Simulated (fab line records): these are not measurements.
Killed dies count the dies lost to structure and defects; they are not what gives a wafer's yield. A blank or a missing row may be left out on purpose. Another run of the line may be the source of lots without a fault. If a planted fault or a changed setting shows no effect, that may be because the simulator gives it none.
fab line records	flow n5-finfet
record lots=8	wafers=23	last-day=15
route steps=1938 shown STI_FIN_REVEAL@204 BEOL_M4@1092 BEOL_M5@1114
lots with no fault: from the same line, run without faults
start-h: the number of hours between the record's first day and the start of the first shown wafer of the lot	wait-h: hours since the lot's step before	" same as the row above	L1.1+2: a single row standing in for several wafers	- no value present, or no start provided	* or withheld: withheld	< > ~ a bound
route shown NAME@n: names a module that has steps shown in the file, with the first one's number in the route	usual: mean/standard deviation taken from wafers without a fault	same: alike in all rows	chamber/n: place in a boat	sites: per-site readings	_std_site: their standard deviation	_edge_site: outer sites' mean less inner sites'	radius-mm: how far each site lies from the wafer's centre	mask NAME#n: copy n	behind: the tool/chamber that last shaped the wafer	hold: the reason the lot was held/the length of the hold in hours/how it ended	device: which transistor (n, p or np) failed to switch	end of line: at the end of the route, the tests of the same wafers	for a step that has no rows: nothing shown but its recipe	killed: at the first sort, the dies lost to defects and structure; wafer yield is something else	map: per-die view of a wafer (x killed, . not killed, _ where there is no die)
set.NAME: setting as actually run; set.NAME@STEP: the setting as run at that earlier step	model.NAME: the simulator's own value behind a step, which no gauge read
one table for each step of the route and one row for each wafer, over a sample of lots
services: from which hour (start-h, from the record's first day; less than 0 if before it) a tool's chamber was out of use, for how many hours, and why
## steps
# step N5_STI_FIN_REVEAL_OXIDATION_33
# recipe chemistry=O2_PLASMA_REMOTE	temp-c=150	time-s=20	pressure-mtorr=1000	source-power-w=2000	o2-flow-sccm=3000
# usual drypump-motor-current-A=6.4/0.39	heater-power-w=145/14
lot.wafer	tool	chamber	start-h	wait-h	drypump-motor-current-A	heater-power-w	rf-hours-counter-h
L876.2	plasma-asher-02	1	38.44	0.1	5.9	141	73
L876.3	"	1	"	"	5.9	140	-
L876.6	"	0	"	"	6.5	163	-
L877.3	plasma-asher-01	1	44.39	0.1	6.8	128	-
L877.4	"	0	"	"	6.0	162	-
L877.6	"	1	"	"	6.9	129	-
L878.2	plasma-asher-01	1	50.48	0.0	6.8	129	33
L878.4	"	0	"	"	6.0	162	-
L878.6	"	0	"	"	6.0	158	-
L879.2	plasma-asher-01	0	56.95	0.0	6.0	161	35
L879.4	"	1	"	"	6.8	128	-
L879.6	"	1	"	"	6.8	127	-
L880.3	plasma-asher-01	0	62.97	0.0	6.0	159	-
L880.4	"	1	"	"	6.8	130	-
L880.5	"	1	"	"	6.8	128	-
L889.3	plasma-asher-02	0	115.57	0.0	6.5	157	-
L889.5	"	0	"	"	6.5	159	-
L889.6	"	1	"	"	5.9	144	-
L890.1	plasma-asher-01	0	121.85	0.0	6.0	155	49
L890.6	"	1	"	"	6.8	128	-
L891.1	plasma-asher-02	0	127.67	0.0	6.5	156	92
L891.4	"	0	"	"	6.5	160	-
L891.6	"	1	"	"	5.9	140	-
# step N5_BEOL_M4_SPUTTER_88
# recipe material=Cu	target-thk-a=45	temp-c=-20	chamber-pressure-pa=0.07	power-w=withheld	time-s=8.29
# usual throttle-valve-pct=30.3/1.1
# same time-s=8.29
lot.wafer	tool	chamber	start-h	wait-h	throttle-valve-pct
L876.2	pvd-sputter-01	-	181.99	0.1	29.8
L876.3	"	-	"	"	31.7
L876.6	"	-	"	"	29.4
L878.2	pvd-sputter-02	-	189.70	0.1	31.7
L878.4	"	-	"	"	30.1
L878.6	"	-	"	"	30.1
L877.3	pvd-sputter-03	-	190.08	0.1	29.6
L877.4	"	-	"	"	30.5
L877.6	"	-	"	"	29.5
L879.2	pvd-sputter-01	-	196.33	0.1	29.6
L879.4	"	-	"	"	29.1
L879.6	"	-	"	"	29.9
L880.3	pvd-sputter-03	-	196.60	0.1	29.4
L880.4	"	-	"	"	28.3
L880.5	"	-	"	"	28.3
L889.3	pvd-sputter-03	-	257.13	0.1	28.1
L889.5	"	-	"	"	31.5
L889.6	"	-	"	"	30.5
L890.1	pvd-sputter-02	-	264.24	0.1	29.9
L890.6	"	-	"	"	30.0
L891.1	pvd-sputter-01	-	267.47	0.1	29.9
L891.4	"	-	"	"	29.8
L891.6	"	-	"	"	29.8
# step N5_BEOL_M4_SPUTTER_92
# recipe material=Cu	target-thk-a=45	temp-c=-20	chamber-pressure-pa=0.07	power-w=withheld	time-s=8.29
# usual throttle-valve-pct=30.3/1.1
# same time-s=8.29
lot.wafer	tool	chamber	start-h	wait-h	throttle-valve-pct
L876.2	pvd-sputter-01	-	182.43	0.1	29.6
L876.3	"	-	"	"	31.6
L876.6	"	-	"	"	29.4
L878.2	pvd-sputter-02	-	190.14	0.1	31.9
L878.4	"	-	"	"	30.1
L878.6	"	-	"	"	30.2
L877.3	pvd-sputter-03	-	190.52	0.1	29.4
L877.4	"	-	"	"	30.6
L877.6	"	-	"	"	29.4
L879.2	pvd-sputter-01	-	196.77	0.1	29.5
L879.4	"	-	"	"	29.1
L879.6	"	-	"	"	29.8
L880.3	pvd-sputter-03	-	197.04	0.1	29.5
L880.4	"	-	"	"	28.3
L880.5	"	-	"	"	28.3
L889.3	pvd-sputter-03	-	257.57	0.1	28.2
L889.5	"	-	"	"	31.2
L889.6	"	-	"	"	30.5
L890.1	pvd-sputter-02	-	264.68	0.1	30.1
L890.6	"	-	"	"	30.1
L891.1	pvd-sputter-01	-	267.91	0.1	30.0
L891.4	"	-	"	"	29.5
L891.6	"	-	"	"	29.9
# step N5_BEOL_M4_RC_MEAS_101
# usual DIBL_N=35.8/1.4	DIBL_P=35.8/1.6	IOFF_N=0.152/0.021	IOFF_N_85C=3.0/0.35	IOFF_N_LIN=0.072/0.0081	IOFF_P=0.204/0.027	IOFF_P_85C=3.6/0.39	IOFF_P_LIN=0.099/0.011	ION_N=672/8.7	ION_P=461/6.2	SS_N=71.5/0.54	SS_P=73.1/0.57	VT_N=250.0/2.5	VT_P=-250.6/2.7
lot.wafer	tool	chamber	start-h	wait-h	DIBL_N[mV/V]	DIBL_P[mV/V]	IOFF_N[nA/um]	IOFF_N_85C[nA/um]	IOFF_N_LIN[nA/um]	IOFF_P[nA/um]	IOFF_P_85C[nA/um]	IOFF_P_LIN[nA/um]	ION_N[uA/um]	ION_P[uA/um]	SS_N[mV/dec]	SS_P[mV/dec]	VT_N[mV]	VT_P[mV]
L876.2	prober-01	0	184.26	0.2	35.2	35.6	0.168	3.2	0.079	0.230	3.9	0.113	678	466	71.2	72.4	247.5	-248.2
L876.3	"	0	"	"	33.2	33.7	0.141	2.7	0.068	0.197	3.4	0.100	680	463	70.2	72.3	251.0	-248.5
L876.6	"	0	"	"	34.6	34.7	0.152	2.9	0.072	0.206	3.6	0.104	673	463	71.4	73.0	249.4	-247.2
L878.2	prober-02	0	191.94	0.2	34.7	34.2	0.138	2.8	0.067	0.192	3.4	0.096	671	461	71.9	73.5	247.8	-249.0
L878.4	"	0	"	"	35.5	35.7	0.151	3.0	0.072	0.212	3.7	0.103	678	464	71.5	73.1	248.7	-249.7
L878.6	"	0	"	"	35.3	34.9	0.144	2.9	0.069	0.207	3.6	0.101	673	460	71.2	73.0	247.1	-249.5
L877.3	prober-01	0	192.44	0.3	36.7	38.0	0.175	3.4	0.080	0.212	3.7	0.098	683	463	72.8	73.2	251.0	-252.0
L877.4	"	0	"	"	35.8	37.4	0.163	3.2	0.077	0.192	3.5	0.090	692	462	72.6	72.9	249.6	-252.6
L877.6	"	0	"	"	35.3	36.7	0.156	3.1	0.073	0.185	3.4	0.089	680	461	72.0	72.8	250.9	-254.4
L879.2	prober-01	0	198.57	0.2	36.0	32.6	0.124	2.6	0.060	0.196	3.4	0.101	663	462	71.8	72.6	254.1	-248.2
L879.4	"	0	"	"	34.9	31.8	0.118	2.5	0.059	0.184	3.2	0.095	667	457	70.7	72.6	252.7	-249.2
L879.6	"	0	"	"	37.7	34.9	0.149	3.0	0.071	0.226	3.8	0.113	677	468	71.3	73.8	250.1	-246.0
L880.3	prober-02	0	199.18	0.3	35.7	36.7	0.159	3.1	0.076	0.223	3.9	0.113	679	466	72.1	73.0	247.3	-249.0
L880.4	"	0	"	"	35.0	35.6	0.147	2.9	0.071	0.202	3.6	0.104	667	464	71.3	72.2	246.3	-247.8
L880.5	"	0	"	"	35.7	37.1	0.171	3.3	0.080	0.229	3.9	0.115	686	463	71.1	72.8	245.7	-248.5
L889.3	prober-01	0	259.42	0.3	35.2	34.8	0.136	2.8	0.065	0.169	3.0	0.083	667	458	72.1	72.7	252.3	-253.7
L889.5	"	0	"	"	34.9	34.8	0.136	2.7	0.066	0.170	3.0	0.084	675	459	71.7	72.9	252.2	-257.1
L889.6	"	0	"	"	36.1	36.5	0.156	3.1	0.073	0.200	3.5	0.095	668	453	72.7	73.1	248.5	-253.7
L890.1	prober-02	0	266.23	0.0	37.9	40.1	0.215	4.1	0.101	0.268	4.6	0.126	695	475	72.2	74.5	243.9	-247.1
L890.6	"	0	"	"	37.5	39.9	0.210	4.0	0.099	0.272	4.5	0.128	688	473	71.8	73.8	241.8	-248.4
L891.1	prober-01	0	269.51	0.0	38.6	36.3	0.179	3.4	0.080	0.204	3.5	0.097	673	459	72.2	73.7	247.4	-250.7
L891.4	"	0	"	"	38.7	37.7	0.189	3.6	0.085	0.214	3.7	0.102	679	462	71.7	73.7	246.5	-251.5
L891.6	"	0	"	"	38.4	36.6	0.187	3.5	0.084	0.213	3.6	0.101	678	456	72.4	74.0	247.7	-249.0
# step N5_BEOL_M5_THK_MEAS_01
# recipe reads=SiCOH_lowk_of_BEOL_M5_ILD_DEP_00
# usual M5_ILD_THK=121.1/1.6
lot.wafer	tool	chamber	start-h	wait-h	M5_ILD_THK[nm]
L876.2	film-metro-01	-	185.72	0.4	119.4
L876.3	"	-	"	"	121.1
L876.6	"	-	"	"	120.4
L878.2	film-metro-01	-	193.32	0.4	119.0
L878.4	"	-	"	"	121.4
L878.6	"	-	"	"	121.2
L877.3	film-metro-02	-	193.68	0.3	117.6
L877.4	"	-	"	"	120.8
L877.6	"	-	"	"	119.1
L879.2	film-metro-02	-	199.97	0.4	118.7
L879.4	"	-	"	"	121.5
L879.6	"	-	"	"	120.7
L880.3	film-metro-02	-	200.89	0.5	121.4
L880.4	"	-	"	"	122.8
L880.5	"	-	"	"	122.4
L889.3	film-metro-02	-	260.66	0.3	120.4
L889.5	"	-	"	"	121.7
L889.6	"	-	"	"	121.4
L890.1	film-metro-02	-	267.77	0.4	118.9
L890.6	"	-	"	"	119.7
L891.1	film-metro-01	-	271.05	0.4	121.9
L891.4	"	-	"	"	122.7
L891.6	"	-	"	"	124.5
## services
tool	chamber	start-h	hours	kind
pvd-sputter-03	-	32.60	3.5	repair
pvd-sputter-03	-	53.49	6.7	repair
plasma-asher-02	-	74.07	0.6	repair
pvd-sputter-02	-	78.12	1.4	repair
plasma-asher-02	-	101.73	0.4	repair
plasma-asher-02	-	108.00	1.7	repair
pvd-sputter-01	-	110.99	3.0	repair
pvd-sputter-02	-	123.38	0.5	repair
pvd-sputter-01	-	126.47	1.7	repair
plasma-asher-02	-	155.59	2.8	pm
pvd-sputter-02	-	159.31	7.1	repair
plasma-asher-01	-	160.97	1.7	repair
plasma-asher-02	-	176.24	2.3	repair
plasma-asher-01	-	178.60	14.6	pm
## key
first-sign step=N5_BEOL_M4_RC_MEAS_101	reading=IOFF_N_LIN	direction=up	sigmas=3.5	usual=0.072	struck=0.100
effect step=N5_BEOL_M4_RC_MEAS_101	reading=IOFF_N_85C	direction=up	sigmas=3	usual=3.0	struck=4.0
effect step=N5_BEOL_M4_RC_MEAS_101	reading=VT_N	direction=down	sigmas=2.9	usual=250.0	struck=242.8
effect step=N5_BEOL_M4_RC_MEAS_101	reading=IOFF_N	direction=up	sigmas=2.8	usual=0.152	struck=0.212
effect step=N5_BEOL_M4_RC_MEAS_101	reading=IOFF_P_LIN	direction=up	sigmas=2.6	usual=0.099	struck=0.127
effect step=N5_BEOL_M4_RC_MEAS_101	reading=IOFF_P_85C	direction=up	sigmas=2.5	usual=3.6	struck=4.5
met-at N5_STI_FIN_REVEAL_OXIDATION_33
struck-lots L890
struck-wafers L890.1,L890.6
not-acting-at N5_BEOL_M4_SPUTTER_88,N5_BEOL_M4_SPUTTER_92,N5_BEOL_M5_THK_MEAS_01
onset-between 62.97 121.85
fault kind=process-parameter-drift	tool=plasma-asher-01	chamber=-	onset-h=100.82	steps=N5_STI_FIN_REVEAL_OXIDATION_33	channel=time-s	offset=*	shape=step	end-h=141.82	scope=struck-wafers-only	acts-in=*	stated=*
